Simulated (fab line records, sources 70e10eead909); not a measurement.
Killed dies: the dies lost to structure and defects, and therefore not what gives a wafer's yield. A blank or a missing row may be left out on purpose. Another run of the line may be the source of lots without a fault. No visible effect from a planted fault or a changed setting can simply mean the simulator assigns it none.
Matching of chambers -- flow nand_harc -- NHARC_P_M1_PRE_CLEAN_32 on pecvd-01 has 3 sister chambers
The step time 12 s. 14 wafers are shown with their chamber, then 7 later ones without.

## EACH WAFER AND ITS CHAMBER
wafer,chamber,heater_power_w (W)
L074.1,1,604
L074.5,1,607
L074.6,2,686
L078.1,2,604
L078.4,1,660
L078.5,0,685
L088.2,2,701
L088.5,1,592
L088.6,2,702
L086.2,0,627
L086.4,0,604
L086.6,2,692
L089.2,1,657
L089.3,0,647

SIGNATURES, as means of the wafers listed above
reading,chamber 0,chamber 1,chamber 2,scatter within a chamber
heater_power_w,640.75,624.00,677.00,36.3
Rule: for a wafer and a chamber, the distance is found by dividing, reading by reading, the gap between the wafer's reading and the chamber's mean by the reading's scatter, squaring, summing and taking the root. The wafer belongs to the nearest chamber; if the next one is less than 2 further off, it can't be placed. The scatter: take each reading less its chamber's mean, square it, sum over the shown wafers, divide by the number of wafers less the number of chambers, and take the root.

## WAFERS MISSING THEIR CHAMBER
wafer,heater_power_w (W)
L089.6,652
L091.1,658
L091.3,691
L091.4,667
L097.3,599
L097.4,714
L097.6,612

## EACH ONE'S CHAMBER
wafer,from the rows above,in truth
L089.6,can't be placed: 0 or 2 or 1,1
L091.1,can't be placed: 0 or 2 or 1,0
L091.3,can't be placed: 2 or 0 or 1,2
L091.4,can't be placed: 2 or 0 or 1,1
L097.3,can't be placed: 1 or 0 or 2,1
L097.4,can't be placed: 2 or 0 or 1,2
L097.6,can't be placed: 1 or 0 or 2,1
0 of 7 placed correctly. Cannot be placed on the basis of these rows: 7; the candidates contain the true chamber in 7. 0 placed wrongly.
